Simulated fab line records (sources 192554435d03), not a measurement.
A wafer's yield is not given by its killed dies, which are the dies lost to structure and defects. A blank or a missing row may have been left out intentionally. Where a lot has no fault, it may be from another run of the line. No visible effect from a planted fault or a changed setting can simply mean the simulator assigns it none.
Which of the tools did it? + flow n5 finfet + 9 lots, 27 wafers sampled, at 9 steps of a route of 1938

## WHAT THE GAUGES READ, wafer by wafer
N5_STI_FIN_REVEAL_CD_MEAS_22: target cd 6.238 nm, pitch 28 nm.
| lot  | measured    | on        | cd nm (nm)     |
|------|-------------|-----------|----------------|
| L734 | day 2 20:16 | cd sem-02 | 6.36 6.32 6.28 |
| L737 | day 3 12:36 | cd sem-02 | 6.64 6.27 6.53 |
| L741 | day 4 14:25 | cd sem-02 | 6.57 6.18 5.97 |
| L744 | day 5 09:06 | cd sem-03 | 6.21 6.24 6.16 |
| L745 | day 5 13:41 | cd sem-03 | 5.72 5.96 6.26 |
| L748 | day 6 07:13 | cd sem-01 | 5.98 6.16 5.94 |
| L749 | day 6 13:09 | cd sem-01 | 6.24 5.92 6.00 |
| L750 | day 6 19:10 | cd sem-01 | 6.42 6.15 6.08 |
| L753 | day 7 12:23 | cd sem-01 | 5.90 6.66 6.10 |

N5_STI_FIN_REVEAL_FIN_H_MEAS_10.
| lot  | measured    | on     | trench depth nm (nm) |
|------|-------------|--------|----------------------|
| L734 | day 2 20:18 | ocd-02 | 52.5 52.4 52.9       |
| L737 | day 3 12:38 | ocd-02 | 51.9 51.1 52.9       |
| L741 | day 4 14:27 | ocd-02 | 52.7 52.4 51.7       |
| L744 | day 5 09:08 | ocd-02 | 51.5 51.6 52.4       |
| L745 | day 5 13:43 | ocd-01 | 52.3 52.6 51.8       |
| L748 | day 6 07:14 | ocd-02 | 52.1 52.1 53.1       |
| L749 | day 6 13:11 | ocd-02 | 51.9 51.0 51.5       |
| L750 | day 6 19:12 | ocd-01 | 51.7 52.2 52.2       |
| L753 | day 7 12:25 | ocd-02 | 51.8 51.8 51.2       |

N5_STI_FIN_REVEAL_INSPECT_13: inspects for defects (darkfield).
| lot  | measured    | on                | raw defect count |
|------|-------------|-------------------|------------------|
| L734 | day 2 20:23 | defect inspect-02 | 9 6 14           |
| L737 | day 3 12:43 | defect inspect-01 | 7 17 15          |
| L741 | day 4 14:32 | defect inspect-01 | 16 14 13         |
| L744 | day 5 09:13 | defect inspect-01 | 11 21 23         |
| L745 | day 5 13:50 | defect inspect-01 | 8 14 10          |
| L748 | day 6 07:20 | defect inspect-02 | 20 15 7          |
| L749 | day 6 13:16 | defect inspect-01 | 4 10 9           |
| L750 | day 6 19:17 | defect inspect-02 | 17 11 8          |
| L753 | day 7 12:30 | defect inspect-01 | 8 13 6           |

N5_DUMMY_GATE_INSPECT_27: inspects for defects (brightfield).
| lot  | measured    | on                | raw defect count |
|------|-------------|-------------------|------------------|
| L734 | day 3 06:41 | defect inspect-01 | 261 216 270      |
| L737 | day 3 22:53 | defect inspect-01 | 324 260 396      |
| L741 | day 5 02:08 | defect inspect-02 | 281 367 210      |
| L744 | day 5 21:20 | defect inspect-01 | 208 258 188      |
| L745 | day 6 04:10 | defect inspect-01 | 334 351 497      |
| L748 | day 6 17:27 | defect inspect-01 | 761 723 750      |
| L749 | day 6 23:44 | defect inspect-02 | 231 349 478      |
| L750 | day 7 05:05 | defect inspect-01 | 324 293 327      |
| L753 | day 8 00:35 | defect inspect-01 | 787 686 686      |

N5_SPACER0_INSPECT_04: inspects for defects (darkfield).
| lot  | measured    | on                | raw defect count |
|------|-------------|-------------------|------------------|
| L734 | day 3 07:18 | defect inspect-01 | 114 97 121       |
| L737 | day 3 23:29 | defect inspect-01 | 140 120 171      |
| L741 | day 5 05:08 | defect inspect-01 | 120 129 84       |
| L744 | day 5 21:56 | defect inspect-01 | 127 113 86       |
| L745 | day 6 04:47 | defect inspect-02 | 134 154 194      |
| L748 | day 6 19:10 | defect inspect-01 | 615 633 639      |
| L749 | day 7 00:21 | defect inspect-01 | 103 158 172      |
| L750 | day 7 05:41 | defect inspect-02 | 153 140 170      |
| L753 | day 8 01:12 | defect inspect-01 | 641 606 599      |

N5_SD_EPI_N_INSPECT_11: inspects for defects (macro).
| lot  | measured    | on                | raw defect count |
|------|-------------|-------------------|------------------|
| L734 | day 3 07:45 | defect inspect-01 | 2 0 1            |
| L737 | day 3 23:56 | defect inspect-01 | 3 1 0            |
| L741 | day 5 05:36 | defect inspect-01 | 1 2 3            |
| L744 | day 5 22:16 | defect inspect-02 | 2 1 4            |
| L745 | day 6 05:14 | defect inspect-02 | 2 3 3            |
| L748 | day 6 19:29 | defect inspect-02 | >300 >300 >300   |
| L749 | day 7 00:48 | defect inspect-01 | 4 3 1            |
| L750 | day 7 06:01 | defect inspect-02 | 2 2 0            |
| L753 | day 8 01:39 | defect inspect-01 | >300 >300 >300   |

N5_SD_EPI_N_INSPECT_26: inspects for defects (darkfield).
| lot  | measured    | on                | raw defect count |
|------|-------------|-------------------|------------------|
| L734 | day 3 11:46 | defect inspect-01 | 187 215 208      |
| L737 | day 4 03:55 | defect inspect-01 | 207 184 257      |
| L741 | day 5 09:44 | defect inspect-01 | 169 219 152      |
| L744 | day 6 02:17 | defect inspect-01 | 177 156 116      |
| L745 | day 6 09:13 | defect inspect-01 | 203 207 250      |
| L748 | day 7 00:13 | defect inspect-01 | 670 656 643      |
| L749 | day 7 05:47 | defect inspect-01 | 144 203 243      |
| L750 | day 7 10:03 | defect inspect-01 | 224 221 280      |
| L753 | day 8 06:16 | defect inspect-01 | 726 649 656      |

N5_BEOL_M4_RC_MEAS_101.
| lot  | measured     | on        | DIBL_N (mV/V)  | DIBL_P (mV/V)  | IOFF_N (nA/um)    | IOFF_P (nA/um) | ION_N (uA/um) | ION_P (uA/um) | SS_N (mV/dec)  | SS_P (mV/dec)  | VT_N (mV)   | VT_P (mV)      |
|------|--------------|-----------|----------------|----------------|-------------------|----------------|---------------|---------------|----------------|----------------|-------------|----------------|
| L734 | day 8 09:25  | prober-02 | 35.3 37.4 35.5 | 36.1 37.9 35.7 | 0.139 0.165 0.137 | 0.18 0.20 0.18 | 670 675 673   | 453 460 456   | 71.1 71.7 71.6 | 73.2 73.4 72.4 | 252 250 253 | -255 -250 -252 |
| L737 | day 9 06:08  | prober-01 | 37.5 37.4 36.8 | 36.1 36.3 35.5 | 0.193 0.183 0.180 | 0.24 0.25 0.24 | 691 685 697   | 468 471 476   | 71.4 70.9 70.6 | 73.7 73.9 72.9 | 245 246 245 | -246 -243 -243 |
| L741 | day 9 19:12  | prober-02 | 33.3 36.3 35.0 | 32.7 35.2 33.4 | 0.107 0.143 0.119 | 0.16 0.18 0.17 | 663 666 652   | 457 453 448   | 71.0 71.6 71.0 | 72.5 73.1 73.6 | 257 254 255 | -256 -251 -253 |
| L744 | day 11 05:25 | prober-01 | 35.2 37.1 36.0 | 36.0 39.2 37.5 | 0.160 0.186 0.160 | 0.18 0.24 0.22 | 670 670 675   | 455 452 460   | 71.9 71.4 71.9 | 73.3 74.0 73.7 | 251 246 249 | -252 -250 -251 |
| L745 | day 11 00:41 | prober-02 | 33.4 33.7 36.6 | 32.2 32.9 37.2 | 0.113 0.112 0.168 | 0.16 0.17 0.23 | 656 659 684   | 449 457 465   | 71.4 70.6 71.2 | 71.8 72.4 73.2 | 254 255 249 | -252 -251 -248 |
| L748 | day 12 04:37 | prober-01 | 35.8 36.1 36.9 | 36.5 37.6 37.6 | 0.149 0.159 0.176 | 0.22 0.25 0.23 | 669 666 691   | 465 470 473   | 71.6 71.6 72.4 | 73.4 73.5 73.8 | 252 251 251 | -251 -246 -249 |
| L749 | day 12 05:17 | prober-02 | 35.6 37.7 36.3 | 34.1 36.3 34.5 | 0.139 0.164 0.134 | 0.19 0.22 0.19 | 669 667 669   | 461 461 459   | 71.6 71.1 71.4 | 73.0 73.8 73.2 | 252 252 251 | -252 -251 -249 |
| L750 | day 12 11:53 | prober-01 | 35.1 35.1 37.1 | 36.0 35.8 38.2 | 0.145 0.148 0.178 | 0.19 0.19 0.22 | 665 671 678   | 459 458 460   | 70.7 71.4 72.4 | 73.7 72.8 74.1 | 251 249 249 | -252 -250 -252 |
| L753 | day 12 21:25 | prober-02 | 33.9 35.2 35.8 | 35.1 36.3 37.1 | 0.134 0.168 0.181 | 0.19 0.23 0.23 | 659 673 680   | 463 466 460   | 70.9 71.8 72.2 | 73.0 73.2 73.5 | 254 248 249 | -250 -246 -246 |

## WHICH TOOL RAN EACH LOT (tool, then ch and the chambers of the sampled wafers, then the start)
| lot  | N5_DUMMY_GATE_ETCH_44           |
|------|---------------------------------|
| L734 | rie si-06 ch 1,2,3, day 3 06:18 |
| L737 | rie si-06 ch 0,1, day 3 22:15   |
| L741 | rie si-01 ch 0,3, day 5 01:44   |
| L744 | rie si-01 ch 0,1,3, day 5 20:56 |
| L745 | rie si-06 ch 1,2,3, day 6 03:47 |
| L748 | rie si-06 ch 0,1,3, day 6 17:04 |
| L749 | rie si-04 ch 0,1,2, day 6 23:21 |
| L750 | rie si-04 ch 0,2,3, day 7 04:41 |
| L753 | rie si-06 ch 1,2, day 7 23:56   |
- N5_DUMMY_GATE_ETCH_44: etches poly-Si in HBr/O2, stops on SiO2, target depth 127.5 nm.

## WHAT THE TOOLS THEMSELVES READ (means of the sampled wafers that have a number; where no wafer has one, the mark that the record gives instead)
N5_DUMMY_GATE_ETCH_44.
| lot  | tool      | drypump motor current A (A) | oes product au (a.u.) | throttle valve pct (%) |
|------|-----------|-----------------------------|-----------------------|------------------------|
| L734 | rie si-06 | 5.9                         | 0.727                 | 18.62                  |
| L737 | rie si-06 | 6.6                         | 0.732                 | 18.60                  |
| L741 | rie si-01 | 5.7                         | 0.732                 | 18.51                  |
| L744 | rie si-01 | 5.6                         | 0.723                 | 18.35                  |
| L745 | rie si-06 | 5.9                         | 0.725                 | 18.62                  |
| L748 | rie si-06 | 5.9                         | 0.731                 | 18.55                  |
| L749 | rie si-04 | 5.5                         | 0.723                 | 18.45                  |
| L750 | rie si-04 | 5.4                         | 0.723                 | 18.59                  |
| L753 | rie si-06 | 6.4                         | 0.719                 | 18.65                  |

## THE ANSWER, worked out from the rows above alone
Rule: the usual values come from the lots themselves. The widest of any qualifying gaps counts: lots, ordered by their means at a reading, are off when they make up no more than a third of the lots, leave a main group of 4 or more, and stand apart from it by 3 or more times the standard deviation of that group's means. The tables above print the reading to a certain number of digits; a main group whose means all agree to those digits is not used. Also off: a lot with no number at a reading for which 4 or more lots have one. The other lots that the step has rows for count as sound. First the gauges in route order, then the tools' own readings, where a lot's mean is used as printed above. The first step at which some lot is off is used, and at that step the reading that is off furthest; a lot without a number counts as furthest.
Off at N5_DUMMY_GATE_INSPECT_27 (raw defect count): L748, L753. The main group has a mean of 306 with a standard deviation of 56.
A tool fits if, at a process step before that reading, it ran every lot that is off, and no sound lot after the first of them. Those tools and the gauges at N5_DUMMY_GATE_INSPECT_27 are tried in the same way. One fits: rie si-06 at N5_DUMMY_GATE_ETCH_44. A fault onset in the window from L745 (day 6 03:47, its last sound lot) to L748 (day 6 17:04, its first lot off) fits.

## WHAT THE SIMULATOR HAD PUT IN
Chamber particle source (rie si-06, N5_DUMMY_GATE_ETCH_44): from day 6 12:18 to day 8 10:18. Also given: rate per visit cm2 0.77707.
Struck lots among those shown: L748, L753. The rule above found the same.
